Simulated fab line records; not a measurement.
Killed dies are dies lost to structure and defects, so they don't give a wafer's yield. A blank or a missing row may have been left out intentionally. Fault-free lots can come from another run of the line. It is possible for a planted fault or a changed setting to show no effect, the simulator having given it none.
Which tool is to blame? + flow nand harc + 21 wafers from 7 lots sampled at 4 of the route's 1302 steps

## WHAT THE GAUGES SHOWED, per wafer
NHARC_P_M2_INSPECT_27.
| lot  | measured     | on                | raw defect count |
|------|--------------|-------------------|------------------|
| L392 | day 6 21:41  | defect inspect-02 | 205 219 252      |
| L395 | day 8 04:44  | defect inspect-01 | 4655 4534 4726   |
| L398 | day 9 12:10  | defect inspect-01 | 436 471 285      |
| L404 | day 12 18:50 | defect inspect-02 | 317 603 463      |
| L408 | day 13 13:50 | defect inspect-02 | 511 360 313      |
| L410 | day 14 16:58 | defect inspect-01 | 173 262 211      |
| L414 | day 16 06:38 | defect inspect-02 | 387 363 176      |

## WHAT TOOL EACH LOT RAN ON (gives the tool, then ch and the chambers of the sampled wafers, and finally the start)
| lot  | NHARC_P_M2_ETCH_35                 | NHARC_P_M2_PVD_20                       | NHARC_P_M2_CMP_23             |
|------|------------------------------------|-----------------------------------------|-------------------------------|
| L392 | rie diel-03 ch 1,2, day 6 19:10    | pvd sputter-02, day 6 21:16 or earlier  | cmp-04 ch 1,2,3, day 6 21:16  |
| L395 | rie diel-05 ch 1,2,3, day 8 02:13  | pvd sputter-02, day 8 04:16 or earlier  | cmp-03 ch 0,2, day 8 04:16    |
| L398 | rie diel-05 ch 1,2,3, day 9 09:28  | pvd sputter-03, day 9 11:41 or earlier  | cmp-02 ch 1,2,3, day 9 11:41  |
| L404 | rie diel-05 ch 0,1,2, day 12 16:19 | pvd sputter-03, day 12 18:22 or earlier | cmp-03 ch 1,2,3, day 12 18:22 |
| L408 | rie diel-05 ch 0,1,3, day 13 11:20 | pvd sputter-02, day 13 13:22 or earlier | cmp-03 ch 1,2, day 13 13:22   |
| L410 | rie diel-03 ch 0,1,2, day 14 14:28 | pvd sputter-02, day 14 16:29 or earlier | cmp-02 ch 0,1,3, day 14 16:29 |
| L414 | rie diel-03 ch 1,2, day 16 04:08   | pvd sputter-02, day 16 06:10 or earlier | cmp-03 ch 1,3, day 16 06:10   |
- NHARC_P_M2_ETCH_35: etches the open film in N2/H2, target depth 40 nm, overetch 12 nm, time 43.94 s.
- NHARC_P_M2_PVD_20: deposits TaN, target thk 5 nm, time 8.06 s.
- NHARC_P_M2_CMP_23: polishes, t overpolish 20 s, target thk 144.3 nm.

## THE ANSWER, worked out from the rows above alone
Rule: the usual values come from the lots themselves. Put in order of their means at a reading, lots are off if they are a third of the lots or fewer, leave a main group of 4 or more, and stand apart from it by a gap of 3 or more times the standard deviation of the main group's means; of several such gaps the widest counts. A main group whose means are all the same, to the digits that the tables above print for the reading, isn't used. Also off: a lot with no number at a reading for which 4 or more lots have one. All remaining lots with rows at the step are treated as sound.
Off: L395, at NHARC_P_M2_INSPECT_27 (raw defect count). Mean 334 and standard deviation 92 in the main group.
If a tool, at a process step before that reading, ran all the lots that are off and no sound lot after the first of them, it fits. Those tools and the gauges at NHARC_P_M2_INSPECT_27 are tried in the same way. With no start given for some of its lots, NHARC_P_M2_PVD_20 uses the hours and lot order of NHARC_P_M2_CMP_23. None of those tried fits.

## WHAT THE SIMULATOR PUT IN
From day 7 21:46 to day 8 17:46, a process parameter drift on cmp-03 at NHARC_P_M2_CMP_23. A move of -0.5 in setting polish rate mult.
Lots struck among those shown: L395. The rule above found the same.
